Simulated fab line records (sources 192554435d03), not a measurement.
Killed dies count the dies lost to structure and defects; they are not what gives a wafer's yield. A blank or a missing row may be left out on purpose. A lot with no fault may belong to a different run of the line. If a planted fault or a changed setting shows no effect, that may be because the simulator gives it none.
Code-filled problem report in 8D (eight disciplines) form | flow n5-finfet | the parts of the form that need people (team, actions taken, sign-off) are left out

## 1. WHAT WENT WRONG
At N5_PASSIVATION_PECVD_53, run-length-s averages 102.8 s over 2 wafers from 2 lots, while fault-free wafers read 197.5 s, standard deviation 0.6. That is -99 or more standard deviations from the usual mean.
The step: deposits SiO2 from TEOS/O2, target thk 800 nm, time 169.4 s.
The first sign was on wafer L373.2 at day 14 21:28, on pecvd-01. The record holds 34 wafers of 12 lots with a number at this step. By rule, "out" or "out of limits" means more than 4 standard deviations away from the usual mean. All remaining wafers that have a number are taken as sound.

## 2. WHAT THIS IS AND IS NOT
question                    | is                | is not
which readings at this step | run-length-s      | -
which lots                  | L372, L373        | L361, L364, L365, L368, L370, L375, L376, L381, L382, L383
which wafers of those lots  | L372.1, L373.2    | L372.3, L372.4, L373.5, L373.6
read on which tools         | pecvd-01          | pecvd-02, pecvd-03
when                        | from day 14 21:28 | up to then (16 sound wafers); but 16 sound wafers of L372, L375, L376, L381, L382, L383 came after

## 3. THE SUSPECTS, EACH WITH WHAT RULES IT OUT
Counting: any tool at a process step up to the reading remains a suspect provided it ran every lot that is out. Sound lots after the first of them don't rule it out here, since some wafers of a struck lot are sound.
- rie-metal-03 at N5_MIM_BOT_ETCH_ETCH_00 (etches TiN in Cl2/BCl3, target depth 45.5 nm): kept. Ran every lot that is out, first one L373 (day 14 17:08); last sound lot up to then L364 (day 12 15:31).
- rie-metal-01 at N5_PASSIVATION_ETCH_59 (etches TaN in Cl2/BCl3, target depth 65 nm, time 34.9 s): kept. Ran every lot that is out, first one L373 (day 14 20:49); last sound lot up to then L368 (day 13 18:58).
- pecvd-01 at N5_PASSIVATION_PECVD_53 (deposits SiO2 from TEOS/O2, target thk 800 nm, time 169.4 s): kept. Ran every lot that is out, first one L373 (day 14 21:28); last sound lot up to then L361 (day 12 09:59). Out on those wafers are its own readings of run-length-s.
- In pecvd-01 at N5_PASSIVATION_PECVD_53, the wafers that are out were processed in chamber 2 and their sound lot-mates in chambers 0, 1.
The count leaves rie-metal-03 at N5_MIM_BOT_ETCH_ETCH_00, rie-metal-01 at N5_PASSIVATION_ETCH_59, and pecvd-01 at N5_PASSIVATION_PECVD_53.

## 4. THE CAUSE (what the simulator had put in)
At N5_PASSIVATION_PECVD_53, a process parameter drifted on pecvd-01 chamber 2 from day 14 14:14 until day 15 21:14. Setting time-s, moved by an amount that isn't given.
3 suspects survive the count, and this tool is in that group.

## 5. THE EFFECT CHAIN, in route order
Each row: a reading where the mean over the struck wafers with a number is more than 3 standard deviations away from the usual. Scope: only readings with a usual standard deviation given in the record; hours: median across lots of the time from each lot's start at the first step in this table that gives one to its start at this step; sigmas: change in usual standard deviations.
hours | step                    | reading      | usual   | on struck wafers | change | sigmas
0     | N5_PASSIVATION_PECVD_53 | run-length-s | 197.5 s | 102.8            | -94.7  | -99 or more
It contains these process steps:
- N5_PASSIVATION_PECVD_53: deposits SiO2 from TEOS/O2, target thk 800 nm, time 169.4 s.

## 6. WHAT WOULD HAVE CAUGHT IT SOONER
In this record no reading fell out of limits until day 14 21:28, 7 hours after the fault had begun at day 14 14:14.
